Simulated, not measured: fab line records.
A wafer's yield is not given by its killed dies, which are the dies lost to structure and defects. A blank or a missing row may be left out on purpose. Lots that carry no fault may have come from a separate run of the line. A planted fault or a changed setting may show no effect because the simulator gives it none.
fab line records -- flow nandHarc
[record] lots = 6, wafers = 18, lastDay = 32
route steps=1302 shown A_CONTACT@1100 A_BLC@1107 END@1302
lots with no fault: from the same line, run without faults
startH: hours from the record's first day to the start of the lot's first wafer shown -- waitH: hours since the lot's step before -- " as in the row above -- L1.1+2: a row that stands for several wafers -- - no value, or no start was given -- * or withheld: withheld -- < > ~ a bound
route shown NAME@n: a module of which the file shows steps, and the number in the route of the first -- usual: the fault-free wafers' mean and standard deviation -- same: alike in all rows -- chamber/n: place in a boat -- sites: each site's reading -- _std_site: the values' standard deviation -- _edge_site: outer sites' mean less inner sites' -- radiusMm: how far each site lies from the wafer's centre -- mask NAME#n: copy n -- behind: tool/chamber where the wafer was last shaped -- hold: what put the lot on hold/how long, in hours/how the hold closed -- device: the transistor (n, p or np) that didn't switch -- end of line: the route-end tests of the same wafers -- where a step has no rows: the recipe by itself -- killed: count of dies lost to structure and defects at first sort (not the wafer's yield) -- map: shows each die of a wafer: x if killed, . if not, _ if none is there
set.NAME: setting as actually run; set.NAME@STEP: the setting as run at that earlier step -- model.NAME: the simulator's own value behind a step, which no gauge read
certain route steps with their lots: each step a table, each wafer a row
services: from which hour (startH, from the record's first day; less than 0 if before it) a tool's chamber was out of use, for how many hours, and why
[[steps]]
[step NHARC_A_CONTACT_STRIP_27]
[recipe] timeS = 600, tempC = 30, chemistry = postEtchResidueRemover
[step NHARC_A_CONTACT_ALD_18]
[recipe] targetThkA = 30, pulseTimeS = 1, aldCycles = 150, tempC = 450, material = TiN
[usual] heaterPowerW = 1065/120, precursorPulseHeightRel = 0.999/0.021, susceptorTempC = 449.99/0.24
lot.wafer,tool,chamber,startH,waitH,heaterPowerW,precursorPulseHeightRel,susceptorTempC
L688.1,aldMetal-03,0,528.60,-,1186,1.006,449.84
L688.4,aldMetal-03,1,528.60,-,1231,1.006,449.72
L688.3,aldMetal-03,2,528.60,-,1110,0.992,450.05
L689.1,aldMetal-02,1,544.98,-,1179,1.008,450.33
L689.4,aldMetal-02,2,544.98,-,1212,0.993,450.12
L689.5,aldMetal-02,0,544.98,-,836,1.024,449.81
L690.2,aldMetal-02,3,552.29,-,956,0.998,450.15
L690.4,aldMetal-02,2,552.29,-,1185,0.979,449.93
L690.5,aldMetal-02,3,552.29,-,934,1.010,450.08
L700.2,aldMetal-01,1,671.07,-,978,0.999,449.66
L700.1,aldMetal-01,0,671.07,-,972,1.002,450.17
L700.5,aldMetal-01,1,671.07,-,959,0.955,449.89
L705.4,aldMetal-03,1,701.08,-,1223,0.985,449.86
L705.5,aldMetal-03,1,701.08,-,1165,0.979,449.93
L705.6,aldMetal-03,2,701.08,-,1121,1.004,450.36
L706.3,aldMetal-03,3,720.57,-,1003,1.003,449.99
L706.2,aldMetal-03,0,720.57,-,1166,1.032,450.03
L706.1,aldMetal-03,2,720.57,-,1078,0.994,449.99
[step NHARC_A_CONTACT_CVD_19]
[recipe] targetThkA = 3000, tempC = 300, pressureTorr = 40, wf6FlowSccm = 40, h2FlowSccm = 1600, arFlowSccm = 1560, timeS = 802, material = W
[usual] heaterPowerW = 465/43, susceptorTempC = 300.00/0.2, throttleValvePct = 7.91/0.26
lot.wafer,tool,chamber,startH,waitH,heaterPowerW,susceptorTempC,throttleValvePct
L688.1,cvdW-01,0,-,-,414,300.03,7.84
L688.3,cvdW-01,1,-,-,452,300.19,7.75
L688.4,cvdW-01,0,-,-,405,299.93,8.21
L689.1,cvdW-02,0,-,-,468,299.88,7.91
L689.4,cvdW-02,1,-,-,528,300.15,7.84
L689.5,cvdW-02,1,-,-,529,300.03,7.76
L690.2,cvdW-02,0,-,-,514,300.31,7.92
L690.4,cvdW-02,1,-,-,534,299.81,7.49
L690.5,cvdW-02,0,-,-,494,300.29,8.18
L700.2,cvdW-01,1,-,-,446,300.02,7.86
L700.1,cvdW-01,0,-,-,401,300.26,8.47
L700.5,cvdW-01,1,-,-,449,299.92,7.57
L705.4,cvdW-01,0,-,-,414,300.10,8.24
L705.5,cvdW-01,0,-,-,414,300.11,8.42
L705.6,cvdW-01,0,-,-,403,300.13,8.05
L706.1,cvdW-01,0,-,-,403,300.17,8.01
L706.2,cvdW-01,1,-,-,471,299.87,7.70
L706.3,cvdW-01,1,-,-,456,299.81,7.77
[step NHARC_A_CONTACT_CMP_20]
[recipe] tOverpolishS = 30, targetThkNm = 300
[usual] motorCurrentA = 12.1/1, overpolishRunS = 30.000/0.01, timeToEndpointS = 60.2/2.7
lot.wafer,tool,chamber,startH,waitH,motorCurrentA,overpolishRunS,timeToEndpointS
L688.3,cmp-01,1,529.69,0.5,12.9,29.999,58.3
L688.1,cmp-01,2,529.69,0.5,13.1,29.996,62.8
L688.4,cmp-01,0,529.69,0.5,12.8,30.002,62.0
L689.4,cmp-03,1,546.08,0.5,12.9,29.985,58.6
L689.1,cmp-03,2,546.08,0.5,10.1,30.000,59.2
L689.5,cmp-03,0,546.08,0.5,11.7,30.013,59.4
L690.2,cmp-01,2,553.39,0.6,12.7,30.003,60.1
L690.4,cmp-01,1,553.39,0.6,13.1,29.971,58.7
L690.5,cmp-01,2,553.39,0.6,12.8,29.991,61.3
L700.1,cmp-01,3,672.16,0.6,11.0,30.005,56.0
L700.2,cmp-01,2,672.16,0.6,12.8,30.002,62.6
L700.5,cmp-01,3,672.16,0.6,11.3,29.984,59.1
L705.4,cmp-01,1,702.95,0.7,13.4,29.994,58.5
L705.5,cmp-01,0,702.95,0.7,13.4,30.004,57.9
L705.6,cmp-01,1,702.95,0.7,12.6,30.012,60.1
L706.3,cmp-02,0,721.70,0.4,10.9,29.995,56.8
L706.1,cmp-02,2,721.70,0.4,13.3,29.995,61.5
L706.2,cmp-02,3,721.70,0.4,11.9,30.020,57.9
[step NHARC_A_CONTACT_SRD_22]
[step NHARC_A_CONTACT_INSPECT_23]
[usual] rawDefectCount = 524/130
lot.wafer,tool,chamber,startH,waitH,rawDefectCount
L688.1,defectInspect-01,-,530.09,0.1,793
L688.3,defectInspect-01,-,530.09,0.1,718
L688.4,defectInspect-01,-,530.09,0.1,641
L689.1,defectInspect-02,-,546.45,0.1,623
L689.4,defectInspect-02,-,546.45,0.1,748
L689.5,defectInspect-02,-,546.45,0.1,508
L690.2,defectInspect-02,-,553.81,0.1,480
L690.4,defectInspect-02,-,553.81,0.1,373
L690.5,defectInspect-02,-,553.81,0.1,432
L700.1,defectInspect-02,-,672.56,0.1,722
L700.2,defectInspect-02,-,672.56,0.1,801
L700.5,defectInspect-02,-,672.56,0.1,562
L705.4,defectInspect-01,-,703.33,0.1,546
L705.5,defectInspect-01,-,703.33,0.1,504
L705.6,defectInspect-01,-,703.33,0.1,610
L706.1,defectInspect-02,-,722.11,0.1,439
L706.2,defectInspect-02,-,722.11,0.1,462
L706.3,defectInspect-02,-,722.11,0.1,433
[step NHARC_A_BLC_DEHYDRATE_00]
[recipe] tempC = 150, timeS = 120
[step NHARC_A_BLC_HMDS_01]
[recipe] timeS = 30
[step NHARC_A_BLC_COAT_02]
[recipe] tempC = 260, timeS = 75
[step NHARC_A_BLC_COAT_03]
[recipe] tempC = 225, timeS = 65
[step NHARC_A_BLC_COAT_04]
[recipe] spinRpm = 1500, resistThkNm = 90
[step NHARC_A_BLC_SOFTBAKE_05]
[recipe] tempC = 105, timeS = 55
[usual] heaterPowerTotalW = 188.45/0.14, resistLineTempC = 22.97/0.1
lot.wafer,tool,chamber,startH,waitH,heaterPowerTotalW,resistLineTempC
L688.1,lithoTrack-01,0,530,-,188.36,23.07
L688.3,lithoTrack-01,0,530,-,188.31,23.01
L688.4,lithoTrack-01,0,530,-,188.51,22.96
L689.1,lithoTrack-01,0,546,-,186.06,22.86
L689.4,lithoTrack-01,0,546,-,186.14,22.81
L689.5,lithoTrack-01,0,546,-,186.25,22.99
L690.2,lithoTrack-01,0,553,-,186.25,23.02
L690.4,lithoTrack-01,0,553,-,186.40,23.01
L690.5,lithoTrack-01,0,553,-,186.34,23.12
L700.1,lithoTrack-01,0,672,-,188.41,23.07
L700.2,lithoTrack-01,0,672,-,188.39,23.00
L700.5,lithoTrack-01,0,672,-,188.39,22.93
L705.4,lithoTrack-04,0,703,-,188.36,22.91
L705.5,lithoTrack-04,0,703,-,188.27,22.79
L705.6,lithoTrack-04,0,703,-,188.45,22.87
L706.1,lithoTrack-06,0,722,-,188.41,22.99
L706.2,lithoTrack-06,0,722,-,188.49,22.84
L706.3,lithoTrack-06,0,722,-,188.33,22.97
[step NHARC_A_BLC_EBR_06]
[step NHARC_END_SORT_01]
[recipe] tempC = 25
[usual] killedAtArray = 64/16, killedAtOther = 1.0/1.1, killedAtPeriphery = 3.5/2.3, killedDies = 69/17, killedOpen = 3.2/1.6, killedShort = 2.4/1.6
[same] grossDies = 677
lot.wafer,tool,chamber,startH,waitH,killedAtArray,killedAtOther,killedAtPeriphery,killedDies,killedOpen,killedShort
L690.2,prober-02,0,602.11,2.8,79,1,2,82,2,1
L690.4,prober-02,0,603.71,3.4,75,2,1,78,5,1
L690.5,prober-02,0,604.51,3.7,71,1,4,76,4,1
L706.1,prober-01,0,772.28,2.5,88,1,4,93,3,7
L706.2,prober-01,0,773.09,2.8,91,3,1,95,2,1
L706.3,prober-01,0,773.90,3.1,77,3,0,80,3,0
// killed by level:class
L690.2 A_CHANNEL_HOLE_D1:chamberFilmFlake=33 A_SLIT:chamberFilmFlake=27 A_CHANNEL_HOLE_D2:chamberFilmFlake=10 A_STAIRCASE:chamberFilmFlake=4 P_STI:geometricParticle:open=1 A_CHANNEL_FILL_D1:geometricParticle:open=1 A_M0:geometricParticle:short=1 P_STI:chamberFilmFlake=1
L690.4 A_CHANNEL_HOLE_D1:chamberFilmFlake=27 A_SLIT:chamberFilmFlake=25 A_CHANNEL_HOLE_D2:chamberFilmFlake=9 A_CONTACT:chamberFilmFlake=4 A_ZERO_WELL:chamberFilmFlake=2 THIN_TSV:chamberFilmFlake=2 A_SOURCE_PLATE:geometricParticle:short=1 A_ONON_D1:geometricParticle:open=1
L690.5 A_CHANNEL_HOLE_D1:chamberFilmFlake=29 A_SLIT:chamberFilmFlake=22 A_CHANNEL_HOLE_D2:chamberFilmFlake=10 A_STAIRCASE:chamberFilmFlake=3 A_CONTACT:chamberFilmFlake=2 A_M0:chamberFilmFlake=2 P_GATE:geometricParticle:open=1 P_CONTACT:geometricParticle:open=1
L706.1 A_CHANNEL_HOLE_D2:chamberFilmFlake=33 A_SLIT:chamberFilmFlake=26 A_CHANNEL_HOLE_D1:chamberFilmFlake=14 A_CONTACT:chamberFilmFlake=4 A_ONON_D1:geometricParticle:short=3 A_ONON_D2:geometricParticle:short=2 P_STI:chamberFilmFlake=2 P_M0:geometricParticle:open=1
L706.2 A_CHANNEL_HOLE_D2:chamberFilmFlake=36 A_SLIT:chamberFilmFlake=28 A_CONTACT:chamberFilmFlake=12 A_CHANNEL_HOLE_D1:chamberFilmFlake=11 THIN_TSV:chamberFilmFlake=3 A_CHANNEL_FILL_D1:geometricParticle:short=1 A_M0:geometricParticle:open=1 A_M1:geometricParticle:open=1
L706.3 A_SLIT:chamberFilmFlake=22 A_CHANNEL_HOLE_D2:chamberFilmFlake=17 A_CONTACT:chamberFilmFlake=15 A_CHANNEL_HOLE_D1:chamberFilmFlake=11 A_WL_FILL:chamberFilmFlake=4 A_STAIRCASE:chamberFilmFlake=3 THIN_TSV:chamberFilmFlake=3 A_CHANNEL_FILL_D1:geometricParticle:open=1
[[services]]
tool,chamber,startH,hours,kind
lithoTrack-01,-,505.00,7.0,pm
aldMetal-01,-,526.00,10.0,pm
cmp-02,-,526.81,4.0,pm
cmp-03,-,527.66,5.3,repair
lithoTrack-06,-,529.00,7.0,pm
aldMetal-01,1,542.12,26.1,repair
aldMetal-01,2,542.54,7.6,repair
cvdW-01,-,547.00,13.0,pm
cmp-03,-,549.41,5.0,repair
lithoTrack-04,-,553.00,7.0,pm
cvdW-02,1,565.83,14.2,repair
cvdW-01,1,567.79,15.2,repair
aldMetal-03,-,571.11,10.0,pm
cmp-01,-,577.56,4.0,pm
aldMetal-02,-,610.00,10.0,pm
cvdW-02,-,631.00,13.0,pm
cmp-01,-,635.94,2.1,repair
aldMetal-02,0,640.90,2.3,repair
cvdW-02,1,668.67,1.5,repair
cmp-01,-,675.56,4.0,pm
lithoTrack-01,-,680.00,7.0,pm
cvdW-01,1,690.69,16.8,repair
aldMetal-03,1,702.41,23.6,repair
aldMetal-03,-,721.79,1.4,repair
[[key]]
[firstSign] step = NHARC_A_BLC_SOFTBAKE_05, reading = heaterPowerTotalW, direction = down, sigmas = 16, usual = *, struck = *
effect none on later readings
metAt NHARC_A_BLC_SOFTBAKE_05
struckWafers L689.1,L689.4,L689.5,L690.2,L690.4,L690.5
testerLeftOut L689,L690
onsetBetween 530 546
[fault] kind = processParameterDrift, tool = lithoTrack-01, chamber = -, onsetH = 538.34, steps = NHARC_A_BLC_SOFTBAKE_05, channel = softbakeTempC, offset = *, shape = step, endH = 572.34, actsIn = *, stated = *
// testerLeftOut: of these lots the tester's yield and bins aren't shown, on N5 and GAA mostly nor the transistor test; their killed dies are dies lost to structure and defects alone, not to doping, threshold or leakage, so they don't give the yield
